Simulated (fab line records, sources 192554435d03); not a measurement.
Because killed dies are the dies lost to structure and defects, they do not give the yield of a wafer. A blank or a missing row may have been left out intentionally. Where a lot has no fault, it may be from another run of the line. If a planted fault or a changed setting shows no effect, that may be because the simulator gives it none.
8D (eight disciplines) problem report, filled in by code :: flow n5_finfet :: the parts of the form that need people (team, actions taken, sign-off) are left out

## 1. THE PROBLEM
CJ_N at N5_BEOL_M4_RC_MEAS_101 reads a mean of 3.62 on 9 wafers of 3 lots; wafers without a fault read 4.34 with a standard deviation of 0.12. That puts it -6.0 standard deviations away from the usual mean.
First seen on wafer L430.3, day 11 11:46, on prober-01. Wafers with a number at this step in the record: 29, from 10 lots. Rule for "out", or "out of limits": more than 4 standard deviations from the usual mean. The rest of the wafers with a number are treated as sound.

## 2. WHAT IT IS, AND WHAT IT ISN'T
question: which readings at this step
is: CJ_N
is not: DIBL_N, DIBL_P, IOFF_P, ION_N, ION_P, SS_P, VT_N, VT_P

question: which lots
is: L430, L432, L433
is not: L418, L419, L421, L423, L431, L435, L440

question: which wafers of those lots
is: all that have a number
is not: -

question: read on which gauges
is: prober-01, prober-02
is not: -

question: when
is: from day 11 11:46
is not: up to then (11 sound wafers); but 9 sound wafers of L431, L435, L440 came after

## 3. WHAT RULES OUT EACH SUSPECT
Counting: a tool at a process step up to the reading stays a suspect if it ran every lot that is out and no sound lot after the first of them.
- ruled out: the gauge at N5_BEOL_M4_RC_MEAS_101. 2 gauges (prober-01, prober-02) read the wafers that are out.
- implanter-02 at N5_WELL_APT_IMPLANT_32: kept. It processed each lot that is out, first L430 at day 4 21:58, and no sound lot thereafter; up to then, the last sound lot it processed was L423 at day 3 03:24. Its own readings are out on those wafers: dose_ions_cm2, faraday_current_uA.
Remaining after the count: implanter-02 at N5_WELL_APT_IMPLANT_32.

## 4. THE CAUSE (what the simulator had put in)
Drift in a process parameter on implanter-02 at N5_WELL_APT_IMPLANT_32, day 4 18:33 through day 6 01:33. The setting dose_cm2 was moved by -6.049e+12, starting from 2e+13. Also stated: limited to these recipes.
Only this tool survived the counting.

## 5. THE CHAIN OF EFFECTS, in route order
Each row: a reading whose mean over the struck wafers that have a number lies more than 3 standard deviations from the usual. Readings are gone through only where the record gives a usual standard deviation; hours: the median, over the lots, of the time from a lot's start at the first step in this table giving one to that lot's start at this step; sigmas: the change measured in usual standard deviations.
hours: 0
step: N5_WELL_APT_IMPLANT_32
reading: dose_ions_cm2
usual: 1.9997e+13
on struck wafers: 1.3941e+13
change: -6.0557e+12
sigmas: -99 or more

hours: 0
step: N5_WELL_APT_IMPLANT_32
reading: faraday_current_uA
usual: 254
on struck wafers: 180
change: -74
sigmas: -14

hours: 151
step: N5_BEOL_M4_RC_MEAS_101
reading: CJ_N
usual: 4.34
on struck wafers: 3.62
change: -0.72
sigmas: -6.0
Process steps it contains:
- N5_WELL_APT_IMPLANT_32

## 6. WHAT WOULD HAVE CAUGHT IT SOONER
In this record the first reading out of limits at a measuring or inspecting step was taken at day 11 11:46, 161 hours after the fault began at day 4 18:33.
Tool's own readings at N5_WELL_APT_IMPLANT_32, dose_ions_cm2, faraday_current_uA: out on all struck wafers the step has rows for; an alarm limit on them would have tripped on the first.
By day 11 11:46, every lot that is out (3) had started N5_WELL_APT_IMPLANT_32 on implanter-02. Had the tool been put on hold then, not one of them would have been saved.
